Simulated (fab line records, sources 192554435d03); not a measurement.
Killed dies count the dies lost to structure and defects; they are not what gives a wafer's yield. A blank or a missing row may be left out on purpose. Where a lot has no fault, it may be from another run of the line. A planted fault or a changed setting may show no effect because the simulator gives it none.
fab line records | flow n5_finfet
record: lots: 6 wafers: 18 last_day: 17
route steps=1938 shown BEOL_M15@1815
lots with no fault: from the same line, run without faults
start_h: hours from the record's first day to the start of the lot's first wafer shown | wait_h: time in hours since the lot's previous step | " same as the row above | L1.1+2: a row that stands for several wafers | - no value, or no start given | * or withheld: withheld | < > ~ a bound
route shown NAME@n: NAME is a module with steps in the file, n the number in the route of the first one | usual: mean/standard deviation taken from wafers without a fault | same: alike in all rows | chamber/n: place in a boat | sites: each site's reading | _std_site: the standard deviation of these | _edge_site: the outer-site mean with the inner-site mean subtracted | radius_mm: how far each site lies from the wafer's centre | mask NAME#n: copy n | behind: tool/chamber where the wafer was last shaped | hold: reason for holding the lot/hours on hold/outcome of the hold | device: transistor that didn't switch, given as n, p or np | end of line: tests of these same wafers at the route's end | for a step that has no rows: nothing shown but its recipe | killed: the dies lost at the first sort to structure and to defects; this is not the yield of the wafer | map: the dies of a wafer, with x for killed, . for not killed, _ for no die there
set.NAME: the run value of the setting; set.NAME@STEP: its run value at that earlier step | model.NAME: the simulator's own value behind a step, which no gauge read
lots seen at some steps along the route; tables by step, rows by wafer
services: when a tool's chamber went out of use (start_h, in hours from the record's first day, below 0 if earlier), for how many hours, and the reason
== steps ==
step: N5_BEOL_M15_PRECLEAN_39
recipe: chemistry: residue_remover time_s: 60 temp_c: 40
step: N5_BEOL_M15_SRD_40
recipe: time_s: 30 temp_c: 23 rinse_liquid: diw dry: n2_spin spin_rpm: 1500 dry_time_s: 30
step: N5_BEOL_M15_DEGAS_41
recipe: ambient: vacuum temp_c: 300 time_s: 60
step: N5_BEOL_M15_PRE_CLEAN_42
recipe: gas: H2/He time_s: 30 temp_c: 300
step: N5_BEOL_M15_SPUTTER_43
recipe: material: TaN target_thk_a: 150 temp_c: 50 bias_v: 168.6 power_w: 15000 chamber_pressure_pa: 0.12 time_s: 24.19
usual: cathode_dc_power_W: 15000/2.7 throttle_valve_pct: 30.3/0.43
columns lot.wafer tool chamber start_h wait_h cathode_dc_power_W throttle_valve_pct
L109.1 pvd_sputter-03 - 271.15 0.0 14994 30.6
L109.2 " - " " 15003 30.1
L109.5 " - " " 15001 29.8
L118.4 pvd_sputter-01 - 319.86 0.0 14998 30.3
L118.5 " - " " 15000 29.7
L118.6 " - " " 15002 30.3
L116.1 pvd_sputter-03 - 329.35 0.0 15000 30.1
L116.3 " - " " 14997 30.2
L116.4 " - " " 15000 30.2
L120.1 pvd_sputter-01 - 332.91 0.0 15003 30.0
L120.4 " - " " 14996 29.7
L120.5 " - " " 14998 29.7
L125.1 pvd_sputter-03 - 369.13 0.0 14996 29.6
L125.2 " - " " 15003 30.0
L125.5 " - " " 14998 30.1
L127.2 pvd_sputter-03 - 380.39 0.0 15001 30.1
L127.3 " - " " 14999 30.1
L127.4 " - " " 15005 30.3
step: N5_BEOL_M15_SPUTTER_44
recipe: material: Ta target_thk_a: 150 temp_c: 50 bias_v: 80 power_w: 15000 chamber_pressure_pa: 0.07 time_s: 24.19
usual: cathode_dc_power_W: 15000/2.7 throttle_valve_pct: 30.3/0.44
columns lot.wafer tool chamber start_h wait_h cathode_dc_power_W throttle_valve_pct
L109.1 pvd_sputter-03 - 271.23 0.0 15003 30.2
L109.2 " - " " 14999 30.0
L109.5 " - " " 15001 29.6
L118.4 pvd_sputter-01 - 319.94 0.0 14997 30.4
L118.5 " - " " 14999 29.6
L118.6 " - " " 15000 30.4
L116.1 pvd_sputter-03 - 329.43 0.0 15003 30.2
L116.3 " - " " 14994 30.1
L116.4 " - " " 14997 30.4
L120.1 pvd_sputter-01 - 332.99 0.0 14997 30.3
L120.4 " - " " 14998 29.7
L120.5 " - " " 15003 29.2
L125.1 pvd_sputter-03 - 369.21 0.0 15000 29.8
L125.2 " - " " 14999 30.3
L125.5 " - " " 15000 30.1
L127.2 pvd_sputter-03 - 380.47 0.0 15001 29.9
L127.3 " - " " 15000 29.9
L127.4 " - " " 15002 30.6
step: N5_BEOL_M15_SPUTTER_45
recipe: material: Cu target_thk_a: 1000 temp_c: -20 bias_v: 60 power_w: 26000 chamber_pressure_pa: 0.13 time_s: 16.67
usual: cathode_dc_power_W: 26000/4.9 throttle_valve_pct: 30.3/0.44
columns lot.wafer tool chamber start_h wait_h cathode_dc_power_W throttle_valve_pct
L109.1 pvd_sputter-03 - 271.31 0.0 26005 30.5
L109.2 " - " " 26004 30.0
L109.5 " - " " 25998 29.6
L118.4 pvd_sputter-01 - 320.02 0.0 25998 30.3
L118.5 " - " " 25999 29.5
L118.6 " - " " 25994 30.4
L116.1 pvd_sputter-03 - 329.51 0.0 25998 30.2
L116.3 " - " " 25992 30.2
L116.4 " - " " 25999 30.3
L120.1 pvd_sputter-01 - 333.07 0.0 26001 30.3
L120.4 " - " " 26012 29.8
L120.5 " - " " 26007 29.3
L125.1 pvd_sputter-03 - 369.29 0.0 26003 29.9
L125.2 " - " " 26005 30.2
L125.5 " - " " 25993 30.2
L127.2 pvd_sputter-03 - 380.55 0.0 25996 29.7
L127.3 " - " " 26001 30.0
L127.4 " - " " 26005 30.1
step: N5_BEOL_M15_ECD_47
recipe: material: Cu target_thk_a: 18600
step: N5_BEOL_M15_ANNEAL_48
recipe: temp_c: 225 time_s: 90 ambient: N2
usual: wafer_temp_C_max: 226.2/0.3
columns lot.wafer tool chamber start_h wait_h wafer_temp_C_max
L109.1 rtp_anneal-01 0 271.67 0.2 227.2
L109.2 " 0 " " 226.3
L109.5 " 0 " " 226.7
L118.4 rtp_anneal-02 0 320.51 0.2 225.8
L118.5 " 0 " " 226.1
L118.6 " 0 " " 226.0
L116.1 rtp_anneal-01 0 329.87 0.2 225.9
L116.3 " 0 " " 226.1
L116.4 " 0 " " 226.4
L120.1 rtp_anneal-01 0 333.83 0.6 226.8
L120.4 " 0 " " 226.8
L120.5 " 0 " " 226.3
L125.1 rtp_anneal-01 0 369.66 0.2 226.3
L125.2 " 0 " " 226.7
L125.5 " 0 " " 226.4
L127.2 rtp_anneal-02 0 381.00 0.3 226.1
L127.3 " 0 " " 226.1
L127.4 " 0 " " 226.3
step: N5_BEOL_M15_CMP_49
recipe: stop_on: SiO2 t_overpolish_s: 4.9 down_force_psi: 2 platen_rpm: 80 clearing_platen_down_force_psi: 2 clearing_platen_rpm: 80 post_cmp_clean: cu_alkaline target_thk_nm: 850 clearing_platen_pad_velocity_m_s: 1.5917 pad_velocity_m_s: 1.5917
usual: barrier_field_endpoint_s: 11.43/0.22 motor_current_A: 7.9/0.96 overpolish_run_s: 4.901/0.0095 slurry_filter_dp_kPa: 13.50/0.12
columns lot.wafer tool chamber start_h wait_h barrier_field_endpoint_s motor_current_A overpolish_run_s slurry_filter_dp_kPa
L109.1 cmp-02 3 271.97 0.3 11.46 8.0 4.923 13.49
L109.2 " 2 " " 11.37 7.0 4.888 13.52
L109.5 " 3 " " 11.54 8.4 4.907 13.31
L118.4 cmp-01 2 320.67 0.1 11.39 7.1 4.900 13.46
L118.6 " 2 " " 11.39 7.1 4.903 13.54
L118.5 " 3 " " 11.59 7.4 4.898 13.63
L116.1 cmp-03 1 330.17 0.3 11.79 7.1 4.902 13.90
L116.4 " 3 " " 11.55 10.0 4.888 13.42
L116.3 " 0 " " 11.72 8.2 4.902 13.57
L120.1 cmp-02 0 334.44 0.5 11.68 7.0 4.901 13.54
L120.4 " 1 " " 11.67 7.7 4.890 13.32
L120.5 " 0 " " 11.44 6.9 4.899 13.36
L125.1 cmp-02 3 370.03 0.3 11.70 7.9 4.908 13.73
L125.2 " 0 " " 11.52 7.1 4.909 13.49
L125.5 " 2 " " 11.40 7.3 4.898 13.56
L127.4 cmp-02 1 381.47 0.2 11.60 7.3 4.893 13.40
L127.2 " 2 " " 11.28 7.1 4.889 13.26
L127.3 " 0 " " 11.40 6.9 4.912 13.44
step: N5_BEOL_M15_THK_MEAS_50
recipe: thk_meas_gauge: xrf reads: Cu_of_BEOL_M15_ECD_47
usual: M15_THK: 843/14
columns lot.wafer tool chamber start_h wait_h M15_THK[nm]
L109.1 film_metro-01 - 272.26 - 828
L109.2 " - " " 820
L109.5 " - " " 815
L118.4 film_metro-01 - 320.97 - 849
L118.5 " - " " 860
L118.6 " - " " 855
L116.1 film_metro-02 - 330.46 - 855
L116.3 " - " " 860
L116.4 " - " " 843
L120.1 film_metro-02 - 334.70 - 830
L120.4 " - " " 846
L120.5 " - " " 840
L125.1 film_metro-02 - 370.25 - 828
L125.2 " - " " 846
L125.5 " - " " 824
L127.2 film_metro-02 - 381.77 - 830
L127.3 " - " " 850
L127.4 " - " " 845
step: N5_BEOL_M15_PRE_CLEAN_52
recipe: gas: NH3 time_s: 15 temp_c: withheld rf_power_w: 300
step: N5_BEOL_M15_DEP_53
recipe: material: SiCN target_thk_a: 500 temp_c: withheld precursor: 3MS/NH3 pressure_torr: 3 rf_w: 675 time_s: 17.8
usual: showerhead_plenum_p_Torr: 4.170/0.017 throttle_valve_pct: 17.6/1
columns lot.wafer tool chamber start_h wait_h showerhead_plenum_p_Torr throttle_valve_pct model.SiCN_of_BEOL_M15_DEP_53.thk_nm
L109.1 pecvd-04 0 272.33 0.0 4.159 19.7 48.8
L109.2 " 1 " " 4.179 17.2 48.8
L109.5 " 1 " " 4.174 17.3 49.8
L118.4 pecvd-04 2 321.05 0.0 4.166 17.2 30.8
L118.5 " 0 " " 4.152 19.9 50.4
L118.6 " 1 " " 4.178 17.1 50.4
L116.1 pecvd-04 2 330.53 0.0 4.177 17.4 48.6
L116.3 " 0 " " 4.159 19.8 30.4
L116.4 " 1 " " 4.164 17.4 30.4
L120.1 pecvd-03 0 334.76 0.0 4.175 17.5 50
L120.4 " 2 " " 4.160 16.3 51.2
L120.5 " 0 " " 4.171 17.0 50.6
L125.1 pecvd-03 0 370.32 0.0 4.179 17.2 50
L125.2 " 2 " " 4.161 16.3 50
L125.5 " 1 " " 4.207 18.0 51.4
L127.2 pecvd-03 1 381.83 0.0 4.199 17.9 49.8
L127.3 " 2 " " 4.161 16.1 49.4
L127.4 " 2 " " 4.160 16.3 51
step: N5_BEOL_M15_RS_MEAS_54
recipe: thk_meas_gauge: four-point-probe reads: Cu_of_BEOL_M15_ECD_47+Ta_of_BEOL_M15_SPUTTER_44+TaN_of_BEOL_M15_SPUTTER_43
usual: M15_RS: 0.0215/0.00032
columns lot.wafer tool chamber start_h wait_h M15_RS[ohm/sq]
L109.1 film_metro-01 - 272.39 0.0 0.0219
L109.2 " - " " 0.0220
L109.5 " - " " 0.0220
L118.4 film_metro-01 - 321.10 0.0 0.0213
L118.5 " - " " 0.0210
L118.6 " - " " 0.0211
L116.1 film_metro-02 - 330.59 0.0 0.0215
L116.3 " - " " 0.0212
L116.4 " - " " 0.0216
L120.1 film_metro-02 - 334.82 0.0 0.0221
L120.4 " - " " 0.0216
L120.5 " - " " 0.0218
L125.1 film_metro-02 - 370.38 0.0 0.0218
L125.2 " - " " 0.0213
L125.5 " - " " 0.0219
L127.2 film_metro-02 - 381.90 0.1 0.0217
L127.3 " - " " 0.0213
L127.4 " - " " 0.0214
== services ==
columns tool chamber start_h hours kind
cmp-01 - 254.51 4.0 pm
pecvd-03 2 257.80 5.5 scheduled_down
cmp-01 - 258.51 - consumable_replace:conditioner
cmp-01 - 258.51 - consumable_replace:pad
cmp-02 - 260.23 0.3 repair
cmp-03 - 269.07 4.0 pm
cmp-03 - 273.07 - consumable_replace:conditioner
cmp-03 - 273.07 - consumable_replace:pad
cmp-02 - 279.17 4.0 pm
cmp-02 - 283.17 - consumable_replace:conditioner
cmp-02 - 283.17 - consumable_replace:pad
cmp-03 - 290.07 0.6 repair
cmp-01 - 294.07 9.1 pm
pecvd-04 0 295.56 5.0 scheduled_down
cmp-02 - 304.96 3.9 repair
pvd_sputter-03 - 316.18 2.9 repair
pecvd-03 2 323.59 2.1 scheduled_down
rtp_anneal-02 - 349.02 1.1 pm
pecvd-04 1 353.22 - clean
pecvd-04 1 353.22 29.5 scheduled_down
pecvd-04 1 353.22 29.5 vent_cycle
pecvd-03 2 372.32 5.5 scheduled_down
== key ==
first_sign none at tools or gauges
model_effect: step: N5_BEOL_M15_DEP_53 value: SiCN_of_BEOL_M15_DEP_53.thk_nm without: 49.67 struck: 30.53
met_at N5_BEOL_M15_DEP_53
struck_wafers L116.3,L116.4,L118.4
onset_between 272.33 321.05
fault: kind: process_parameter_drift tool: pecvd-04 chamber: - onset_h: 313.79 steps: N5_BEOL_M15_DEP_53 channel: time_s offset: * shape: step end_h: 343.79 scope: struck_wafers_only acts_in: * stated: *
